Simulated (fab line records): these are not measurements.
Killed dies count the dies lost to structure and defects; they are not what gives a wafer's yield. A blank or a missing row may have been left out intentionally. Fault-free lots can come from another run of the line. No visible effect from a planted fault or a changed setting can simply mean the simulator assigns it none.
Split-lot study + flow n5Finfet + 21 wafers read across 7 lots, on a route 1938 steps long

== THE SPLIT ITSELF ==
At N5_BEOL_M10_EXPOSE_08 (exposes mask M10), the setting doseMj was moved away from the recipe's 53.75 on 8 of the 21 wafers read, by -6.8% to +4.8%. This setting was run at the recipe's value on the other wafers.

== FROM THE SPLIT TO THE READING: what the file shows between them, 15 steps ==
- N5_BEOL_M10_PEB_09: peb time 60 s
- N5_BEOL_M10_DEVELOP_10: develop time 30 s
- N5_BEOL_M10_CD_MEAS_11: target cd 64.1 nm
- N5_BEOL_M10_DESCUM_16: chemistry O2, time 7.9 s
- N5_BEOL_M10_ETCH_61: etches SiARC in CF4, target depth 39 nm, time 65 s
- N5_BEOL_M10_ETCH_62: etches SOC in N2/H2, target depth 110 nm, overetch 22 nm, time 165 s
- N5_BEOL_M10_STRIP_68: strips in N2/H2
- N5_BEOL_M10_STRIP_67: strips in CF4
- N5_BEOL_M10_HM_OPEN_17: chemistry Cl2/BCl3, target TiN, target depth 20 nm, overetch 6 nm
- N5_BEOL_M10_STRIP_19: strips in O2
- N5_BEOL_M10_CD_MEAS_18: pitch 140 nm, target cd 70 nm
- N5_BEOL_M10_ETCH_41: etches SiCN in CH3F/O2, target depth 42.6 nm, time 86 s (also split here: sourceW)
- N5_BEOL_M10_STRIP_77: strips in N2/H2, time 10 s
- N5_BEOL_M10_PRECLEAN_42: cleans in residue remover, time 60 s
- N5_BEOL_M10_SRD_43: time 30 s

== THE READING ==
cdNm, in nm, at N5_BEOL_M10_CD_MEAS_35 (target cd 70 nm). Typical for fault-free wafers on this fab line: 69.8 nm, with standard deviation 0.6 nm.

| wafer  | tool, chamber at the split | doseMj as run | against the recipe | cdNm, nm | against lot-mates on the recipe |
|--------|----------------------------|---------------|--------------------|----------|---------------------------------|
| L074.1 | arfiScanner-02, 0          | 53.75         | recipe             | 68.9     | -                               |
| L074.4 | arfiScanner-02, 0          | 53.75         | recipe             | 69.8     | -                               |
| L074.5 | arfiScanner-02, 0          | 53.75         | recipe             | 69.6     | -                               |
| L084.1 | arfiScanner-03, 0          | 55.75         | +3.7%              | 72.0     | +2.1                            |
| L084.2 | arfiScanner-03, 0          | 53.75         | recipe             | 69.9     | -                               |
| L084.5 | arfiScanner-03, 0          | 55.75         | +3.7%              | 72.4     | +2.5                            |
| L087.3 | arfiScanner-01, 0          | 55.56         | +3.4%              | 72.4     | +2.0                            |
| L087.5 | arfiScanner-01, 0          | 55.56         | +3.4%              | 72.2     | +1.8                            |
| L087.6 | arfiScanner-01, 0          | 53.75         | recipe             | 70.4     | -                               |
| L089.2 | arfiScanner-01, 0          | 53.75         | recipe             | 68.8     | -                               |
| L089.4 | arfiScanner-01, 0          | 53.75         | recipe             | 68.7     | -                               |
| L089.6 | arfiScanner-01, 0          | 53.75         | recipe             | 69.6     | -                               |
| L086.2 | arfiScanner-01, 0          | 53.75         | recipe             | 69.7     | -                               |
| L086.5 | arfiScanner-01, 0          | 53.75         | recipe             | 70.4     | -                               |
| L086.6 | arfiScanner-01, 0          | 53.75         | recipe             | 68.9     | -                               |
| L093.1 | arfiScanner-03, 0          | 50.12         | -6.8%              | 66.7     | no lot-mate on the recipe       |
| L093.2 | arfiScanner-03, 0          | 50.12         | -6.8%              | 66.6     | no lot-mate on the recipe       |
| L093.4 | arfiScanner-03, 0          | 50.12         | -6.8%              | 67.5     | no lot-mate on the recipe       |
| L094.3 | arfiScanner-03, 0          | 56.35         | +4.8%              | 72.4     | +2.2                            |
| L094.4 | arfiScanner-03, 0          | 53.75         | recipe             | 70.3     | -                               |
| L094.5 | arfiScanner-03, 0          | 53.75         | recipe             | 70.0     | -                               |

FIT RESULTS
A straight line over all 21 wafers: cdNm changes by +0.501 nm for each +1% of doseMj; r = +0.93; the points scatter about the line by 0.65 nm.
The same after taking each lot's own level away (the mean of its wafers on the recipe; 18 wafers): +0.55 nm for each +1%; r = +0.93; scatter 0.4 nm.
The reading moves by 3.7 nm for the largest change in doseMj, on that fit.
The lots' own levels span 69.03 to 70.40 nm, that is 2.3 times the standard deviation above.
Hence the lot-to-lot level has little effect on the slope; both slopes agree.
Check: with one of the wafers moved furthest among these (+4.8%) left out of the fit, the line predicts +2.87 nm for it against its lot-mates. It came out at +2.25 nm against them.

== FURTHER SPLITS ON THESE WAFERS ==
These wafers also went through other splits before the reading. Each is held against what the fit with the lots' levels taken away leaves over:
| other split on the same wafers  | wafers away from the commonest value | r with cdNm (lot level and that fit taken away) |
|---------------------------------|--------------------------------------|-------------------------------------------------|
| N5_BEOL_M6_TRENCH_ETCH_37 biasW | 8                                    | -0.02                                           |
| N5_BEOL_M7_ETCH_61 sourceW      | 6                                    | +0.10                                           |
| N5_BEOL_M8_PECVD_70 tempC       | 7                                    | -0.08                                           |
| N5_BEOL_M9_PECVD_70 timeS       | 5                                    | -0.47                                           |
| N5_BEOL_M10_ETCH_41 sourceW     | 7                                    | +0.06                                           |

== THE WHOLE CHAIN: every reading that the file lists as answering this split, in the file's order ==
| step                   | what it does                                                         | reading                                                              | change (the file's fit)               | r (the file's) |
|------------------------|----------------------------------------------------------------------|----------------------------------------------------------------------|---------------------------------------|----------------|
| N5_BEOL_M10_CD_MEAS_11 | target cd 64.1 nm                                                    | cdNm                                                                 | +0.566 nm for each +1% of the setting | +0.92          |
| N5_BEOL_M10_ETCH_61    | etches SiARC in CF4, target depth 39 nm, time 65 s                   | BEOL_M10.cdOffsetNm (the simulator's own value, which no gauge read) | +0.551 nm for each +1% of the setting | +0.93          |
| N5_BEOL_M10_ETCH_62    | etches SOC in N2/H2, target depth 110 nm, overetch 22 nm, time 165 s | BEOL_M10.cdOffsetNm (the simulator's own value, which no gauge read) | +0.584 nm for each +1% of the setting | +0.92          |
| N5_BEOL_M10_HM_OPEN_17 | chemistry Cl2/BCl3, target TiN, target depth 20 nm, overetch 6 nm    | BEOL_M10.cdOffsetNm (the simulator's own value, which no gauge read) | +0.571 nm for each +1% of the setting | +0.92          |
| N5_BEOL_M10_CD_MEAS_18 | pitch 140 nm, target cd 70 nm                                        | cdNm                                                                 | +0.564 nm for each +1% of the setting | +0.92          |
| N5_BEOL_M10_CD_MEAS_35 | target cd 70 nm                                                      | cdNm                                                                 | +0.537 nm for each +1% of the setting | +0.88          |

== THE FILE'S OWN FIT ==
cdNm changes by +0.537 nm for each +1% of doseMj, r = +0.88.
